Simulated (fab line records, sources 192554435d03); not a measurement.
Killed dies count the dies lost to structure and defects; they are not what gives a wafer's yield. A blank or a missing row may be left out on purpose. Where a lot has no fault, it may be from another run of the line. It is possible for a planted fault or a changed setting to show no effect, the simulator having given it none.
fab line records + flow n5-finfet + part 2 of 2: steps 26 to 32 of 32
[record]
- lots = 5
- wafers = 15
- last-day = 17
route steps=1938 shown BEOL_M2@925 BEOL_M3@931
lots untouched by any fault: they come from a run of this same line in which no faults occurred
start-h: start of the lot's first displayed wafer, in hours after the record's first day + wait-h: hours since the lot's step before + " identical to the entry in the row above + L1.1+2: several wafers, shown together as one row + - no value, or no start was given + * or withheld: withheld + < > ~ a bound
route shown NAME@n: NAME is a module with steps in the file, n the number in the route of the first one + usual: the fault-free wafers' mean and standard deviation + same: alike in all rows + chamber/n: place in a boat + sites: the reading at each site + _std_site: the values' standard deviation + _edge_site: mean of outer sites minus mean of inner sites + radius-mm: for every site, how far away it sits from the centre of the wafer + mask NAME#n: copy n + behind: tool/chamber where the wafer was last shaped + hold: why the lot was held/for how many hours/how that ended + device: transistor that didn't switch, given as n, p or np + end of line: the same wafers' tests at the end of the route + a step without rows: its recipe alone + killed: at the first sort, the dies lost to defects and structure; wafer yield is something else + map: per-die view of a wafer (x killed, . not killed, _ where there is no die)
set.NAME: the setting the step ran with; set.NAME@STEP: the setting that earlier step ran with + model.NAME: the simulator's own value behind a step, which no gauge read
lots at some steps of the route; a table a step, a row a wafer
services: a tool's chamber out of use, with start hour (start-h, from the record's first day; less than 0 if before it), hours out, and reason
[[steps]]
[step N5_BEOL_M3_ETCH_64]
[recipe]
- chemistry = N2/H2
- target = SOC
- target-depth-a = 750
- overetch-a = 150
- mask-material = SiARC
- temp-c = 40
- time-s = 112.5
- ion-energy-ev = 200
- pressure-mtorr = 30
- source-w = 840
- bias-w = 150
- n2-flow-sccm = 200
- h2-flow-sccm = 200
[usual]
- drypump-motor-current-A = 5.8/0.51
- oes-product-au = 0.59/0.065
- rf-vpp-V = 523.7/2.2
- showerhead-plenum-p-Torr = 2.54/0.081
- throttle-valve-pct = 17.95/0.24
| lot.wafer | tool        | chamber | start-h | wait-h | drypump-motor-current-A | oes-product-au | rf-hours-counter-h | rf-vpp-V | showerhead-plenum-p-Torr | throttle-valve-pct |
|-----------|-------------|---------|---------|--------|-------------------------|----------------|--------------------|----------|--------------------------|--------------------|
| L090.2    | rie-diel-04 | 1       | 239.69  | 0.0    | 6.6                     | 0.59           | 180                | 520.6    | 2.43                     | 18.07              |
| L090.3    | "           | 3       | "       | "      | 5.6                     | 0.77           | 4                  | 527.6    | 2.71                     | 17.71              |
| L090.6    | "           | 0       | "       | "      | 6.1                     | 0.56           | -                  | 522.2    | 2.51                     | 17.85              |
| L088.4    | rie-diel-05 | 1       | 244.57  | 0.0    | 6.7                     | 0.55           | 226                | 522.9    | 2.51                     | 18.07              |
| L088.5    | "           | 1       | "       | "      | 6.7                     | 0.54           | -                  | 524.4    | 2.51                     | 18.07              |
| L088.6    | "           | 0       | "       | "      | 5.4                     | 0.54           | -                  | 523.1    | 2.51                     | 18.01              |
| L091.2    | rie-diel-04 | 0       | 268.63  | 0.0    | 6.1                     | 0.55           | 208                | 522.9    | 2.51                     | 17.89              |
| L091.3    | "           | 2       | "       | "      | 5.5                     | 0.58           | 195                | 525.7    | 2.63                     | 17.88              |
| L091.6    | "           | 2       | "       | "      | 5.5                     | 0.59           | -                  | 526.4    | 2.63                     | 17.90              |
| L096.2    | rie-diel-02 | 1       | 281.35  | 0.0    | 5.9                     | 0.70           | 38                 | 527.1    | 2.71                     | 17.50              |
| L096.4    | "           | 0       | "       | "      | 6.0                     | 0.55           | 243                | 521.7    | 2.50                     | 18.35              |
| L096.6    | "           | 2       | "       | "      | 5.6                     | 0.58           | -                  | 523.3    | 2.55                     | 17.66              |
| L095.1    | rie-diel-02 | 2       | 282.20  | 0.0    | 5.6                     | 0.57           | 165                | 523.3    | 2.54                     | 17.67              |
| L095.2    | "           | 3       | "       | "      | 4.8                     | 0.56           | 216                | 524.8    | 2.52                     | 18.12              |
| L095.4    | "           | 1       | "       | "      | 5.9                     | 0.71           | 38                 | 528.5    | 2.71                     | 17.50              |
[step N5_BEOL_M3_STRIP_65]
[recipe]
- chemistry = N2/H2
- temp-c = 40
- n2-flow-sccm = 200
- h2-flow-sccm = 200
- rf-frequency-hz = 6e+07
| lot.wafer  | tool        | chamber | start-h | wait-h |
|------------|-------------|---------|---------|--------|
| L090.2+3+6 | rie-diel-04 | 1,3,0   | 239.80  | 0.1    |
| L088.4+5+6 | rie-diel-05 | 1,1,0   | 244.68  | 0.1    |
| L091.2+3+6 | rie-diel-04 | 0,2,2   | 268.73  | 0.1    |
| L096.2+4+6 | rie-diel-02 | 1,0,2   | 281.46  | 0.1    |
| L095.1+2+4 | rie-diel-02 | 2,3,1   | 282.31  | 0.1    |
[step N5_BEOL_M3_STRIP_75]
[recipe]
- chemistry = N2/H2
- temp-c = 40
- n2-flow-sccm = 200
- h2-flow-sccm = 200
- rf-frequency-hz = 6e+07
| lot.wafer  | tool        | chamber | start-h | wait-h |
|------------|-------------|---------|---------|--------|
| L090.2+3+6 | rie-diel-04 | 1,3,0   | 239.81  | 0.0    |
| L088.4+5+6 | rie-diel-05 | 1,1,0   | 244.69  | 0.0    |
| L091.2+3+6 | rie-diel-04 | 0,2,2   | 268.74  | 0.0    |
| L096.2+4+6 | rie-diel-02 | 1,0,2   | 281.47  | 0.0    |
| L095.1+2+4 | rie-diel-02 | 2,3,1   | 282.32  | 0.0    |
[step N5_BEOL_M3_STRIP_66]
[recipe]
- chemistry = CF4
- resist = SiARC
- power-w = 300
- bias-power-w = 75
- pressure-mtorr = 50
- cf4-flow-sccm = 150
- rf-frequency-hz = 6e+07
[usual]
- bias-power-w = 75.06/0.22
- drypump-motor-current-A = 5.8/0.51
- oes-product-au = 0.74/0.081
- rf-vpp-V = 271.0/1.4
- showerhead-plenum-p-Torr = 1.79/0.053
- throttle-valve-pct = 13.76/0.26
| lot.wafer | tool        | chamber | start-h | wait-h | bias-power-w | drypump-motor-current-A | oes-product-au | rf-hours-counter-h | rf-vpp-V | showerhead-plenum-p-Torr | throttle-valve-pct |
|-----------|-------------|---------|---------|--------|--------------|-------------------------|----------------|--------------------|----------|--------------------------|--------------------|
| L090.2    | rie-diel-04 | 1       | 239.82  | 0.0    | 74.84        | 6.6                     | 0.73           | 180                | 268.0    | 1.72                     | 13.79              |
| L090.3    | "           | 3       | "       | "      | 74.99        | 5.6                     | 0.97           | 4                  | 274.9    | 1.91                     | 13.47              |
| L090.6    | "           | 0       | "       | "      | 75.17        | 6.1                     | 0.70           | -                  | 270.0    | 1.78                     | 13.82              |
| L088.4    | rie-diel-05 | 1       | 244.70  | 0.0    | 74.64        | 6.7                     | 0.68           | 227                | 271.6    | 1.78                     | 13.98              |
| L088.5    | "           | 1       | "       | "      | 74.81        | 6.7                     | 0.69           | -                  | 270.8    | 1.78                     | 13.96              |
| L088.6    | "           | 0       | "       | "      | 75.24        | 5.4                     | 0.67           | -                  | 271.0    | 1.77                     | 13.83              |
| L091.2    | rie-diel-04 | 0       | 268.75  | 0.0    | 74.59        | 6.1                     | 0.70           | 208                | 270.6    | 1.78                     | 13.83              |
| L091.3    | "           | 2       | "       | "      | 75.03        | 5.5                     | 0.73           | 195                | 271.5    | 1.86                     | 13.76              |
| L091.6    | "           | 2       | "       | "      | 75.21        | 5.5                     | 0.73           | -                  | 273.0    | 1.86                     | 13.78              |
| L096.2    | rie-diel-02 | 1       | 281.48  | 0.0    | 75.02        | 5.9                     | 0.87           | 38                 | 273.3    | 1.90                     | 13.24              |
| L096.4    | "           | 0       | "       | "      | 75.07        | 6.0                     | 0.68           | 243                | 272.0    | 1.77                     | 14.07              |
| L096.6    | "           | 2       | "       | "      | 75.28        | 5.7                     | 0.72           | -                  | 270.7    | 1.79                     | 13.49              |
| L095.1    | rie-diel-02 | 2       | 282.33  | 0.0    | 75.17        | 5.6                     | 0.72           | 165                | 271.1    | 1.79                     | 13.46              |
| L095.2    | "           | 3       | "       | "      | 75.02        | 4.8                     | 0.71           | 216                | 270.4    | 1.78                     | 13.89              |
| L095.4    | "           | 1       | "       | "      | 75.20        | 5.9                     | 0.87           | 38                 | 272.4    | 1.90                     | 13.24              |
[step N5_BEOL_M3_HM_OPEN_17]
[recipe]
- chemistry = Cl2/BCl3
- target-depth-a = 200
- overetch-a = 60
- target = TiN
- mask-material = SOC
- ion-energy-ev = 150
- pressure-mtorr = 10
- icp-w = 1000
- bias-w = 126
- Cl2_flow_sccm = 53.25
- bcl3-flow-sccm = 21.75
- Ar_flow_sccm = 25
[usual]
- drypump-motor-current-A = 6.0/0.41
- oes-product-au = 0.65/0.067
- throttle-valve-pct = 22.00/0.15
| lot.wafer | tool         | chamber | start-h | wait-h | drypump-motor-current-A | oes-product-au | rf-hours-counter-h | throttle-valve-pct |
|-----------|--------------|---------|---------|--------|-------------------------|----------------|--------------------|--------------------|
| L090.2    | rie-metal-03 | 0       | 240.03  | 0.2    | 6.1                     | 0.56           | -                  | 22.32              |
| L090.3    | "            | 0       | "       | "      | 6.1                     | 0.55           | -                  | 22.32              |
| L090.6    | "            | 0       | "       | "      | 6.1                     | 0.56           | -                  | 22.31              |
| L088.4    | rie-metal-01 | 1       | 244.78  | 0.1    | 5.3                     | 0.64           | -                  | 21.86              |
| L088.5    | "            | 0       | "       | "      | 5.8                     | 0.75           | -                  | 21.90              |
| L088.6    | "            | 1       | "       | "      | 5.3                     | 0.65           | -                  | 21.87              |
| L091.2    | rie-metal-02 | 0       | 268.79  | 0.0    | 6.5                     | 0.58           | 80                 | 22.00              |
| L091.3    | "            | 0       | "       | "      | 6.5                     | 0.59           | -                  | 21.97              |
| L091.6    | "            | 0       | "       | "      | 6.5                     | 0.58           | -                  | 21.99              |
| L096.2    | rie-metal-02 | 1       | 281.52  | 0.0    | 6.3                     | 0.62           | 60                 | 21.96              |
| L096.4    | "            | 1       | "       | "      | 6.3                     | 0.62           | -                  | 21.97              |
| L096.6    | "            | 0       | "       | "      | 6.5                     | 0.58           | -                  | 21.99              |
| L095.1    | rie-metal-02 | 1       | 282.37  | 0.0    | 6.3                     | 0.62           | 60                 | 21.95              |
| L095.2    | "            | 0       | "       | "      | 6.5                     | 0.58           | 81                 | 22.00              |
| L095.4    | "            | 1       | "       | "      | 6.3                     | 0.62           | -                  | 21.97              |
[step N5_BEOL_M3_STRIP_19]
[recipe]
- chemistry = O2
- power-w = 400
- temp-c = 40
- pressure-mtorr = 30
- rf-frequency-hz = 6e+07
- bias-power-w = 0
- overash-fraction = 0.2
- o2-flow-sccm = 225
[usual]
- drypump-motor-current-A = 5.8/0.52
- oes-product-au = 0.75/0.085
- rf-vpp-V = 3.6/0.48
- showerhead-plenum-p-Torr = 2.10/0.068
- throttle-valve-pct = 16.8/0.3
[same]
- bias-power-w = 0
| lot.wafer | tool        | chamber | start-h | wait-h | drypump-motor-current-A | oes-product-au | rf-hours-counter-h | rf-vpp-V | showerhead-plenum-p-Torr | throttle-valve-pct |
|-----------|-------------|---------|---------|--------|-------------------------|----------------|--------------------|----------|--------------------------|--------------------|
| L090.2    | rie-diel-02 | 2       | 240.21  | 0.1    | 5.6                     | 0.74           | 154                | 3.8      | 2.11                     | 16.6               |
| L090.3    | "           | 1       | "       | "      | 5.9                     | 0.90           | 27                 | 4.1      | 2.22                     | 16.3               |
| L090.6    | "           | 0       | "       | "      | 6.0                     | 0.70           | -                  | 4.3      | 2.07                     | 17.1               |
| L088.4    | rie-diel-02 | 3       | 244.86  | 0.1    | 4.8                     | 0.71           | 207                | 3.7      | 2.08                     | 17.0               |
| L088.5    | "           | 2       | "       | "      | 5.6                     | 0.74           | -                  | 2.3      | 2.11                     | 16.6               |
| L088.6    | "           | 1       | "       | "      | 5.9                     | 0.90           | -                  | 3.7      | 2.22                     | 16.2               |
| L091.2    | rie-diel-05 | 0       | 268.91  | 0.1    | 5.4                     | 0.67           | 239                | 3.5      | 2.06                     | 16.9               |
| L091.3    | "           | 2       | "       | "      | 5.5                     | 0.92           | 12                 | 3.6      | 2.05                     | 16.2               |
| L091.6    | "           | 2       | "       | "      | 5.5                     | 0.92           | -                  | 4.0      | 2.05                     | 16.2               |
| L096.2    | rie-diel-05 | 2       | 281.63  | 0.1    | 5.5                     | 0.90           | 16                 | 4.1      | 2.05                     | 16.3               |
| L096.4    | "           | 3       | "       | "      | 5.6                     | 0.69           | 228                | 4.2      | 2.07                     | 17.2               |
| L096.6    | "           | 0       | "       | "      | 5.4                     | 0.66           | -                  | 3.5      | 2.06                     | 16.9               |
| L095.1    | rie-diel-02 | 0       | 282.51  | 0.1    | 6.0                     | 0.69           | 244                | 3.8      | 2.06                     | 17.2               |
| L095.2    | "           | 3       | "       | "      | 4.8                     | 0.71           | 216                | 4.3      | 2.08                     | 17.0               |
| L095.4    | "           | 2       | "       | "      | 5.6                     | 0.72           | 165                | 4.4      | 2.10                     | 16.6               |
[step N5_BEOL_M3_CD_MEAS_18]
[recipe]
- pitch-nm = 36
- target-cd-nm = 18
[usual]
- cd-nm = 18.0/0.3
| lot.wafer | tool      | chamber | start-h | wait-h | cd-nm |
|-----------|-----------|---------|---------|--------|-------|
| L090.2    | cd-sem-02 | -       | 240.29  | 0.1    | 18.3  |
| L090.3    | "         | -       | "       | "      | 18.3  |
| L090.6    | "         | -       | "       | "      | 17.5  |
| L088.4    | cd-sem-01 | -       | 244.94  | 0.1    | 18.3  |
| L088.5    | "         | -       | "       | "      | 17.7  |
| L088.6    | "         | -       | "       | "      | 18.3  |
| L091.2    | cd-sem-01 | -       | 268.98  | 0.1    | 17.5  |
| L091.3    | "         | -       | "       | "      | 18.5  |
| L091.6    | "         | -       | "       | "      | 18.0  |
| L096.2    | cd-sem-02 | -       | 281.71  | 0.1    | 18.8  |
| L096.4    | "         | -       | "       | "      | 18.1  |
| L096.6    | "         | -       | "       | "      | 18.1  |
| L095.1    | cd-sem-01 | -       | 282.58  | 0.0    | 18.5  |
| L095.2    | "         | -       | "       | "      | 18.4  |
| L095.4    | "         | -       | "       | "      | 18.1  |
[[services]]
| tool           | chamber | start-h | hours | kind           |
|----------------|---------|---------|-------|----------------|
| pecvd-04       | -       | 229.84  | 4.3   | pm             |
| cvd-co-01      | 2       | 234.87  | 6.3   | repair         |
| pecvd-04       | -       | 236.77  | 3.5   | repair         |
| rie-metal-03   | 1       | 239.02  | 11.6  | repair         |
| euv-scanner-02 | -       | 247.50  | 4.6   | pm             |
| euv-scanner-02 | -       | 253.55  | 1.0   | pm             |
| euv-scanner-01 | -       | 254.56  | 1.0   | pm             |
| pecvd-04       | -       | 257.15  | 0.9   | repair         |
| rie-metal-03   | -       | 258.26  | 0.4   | repair         |
| rie-diel-02    | 3       | 267.45  | 4.0   | repair         |
| pecvd-04       | 0       | 267.48  | 5.5   | scheduled-down |
| pecvd-01       | 2       | 275.48  | 5.5   | scheduled-down |
| rie-diel-02    | -       | 275.75  | 2.8   | pm             |
| euv-scanner-01 | -       | 276.89  | 25.6  | repair         |
| pecvd-01       | 0       | 280.94  | 2.1   | scheduled-down |
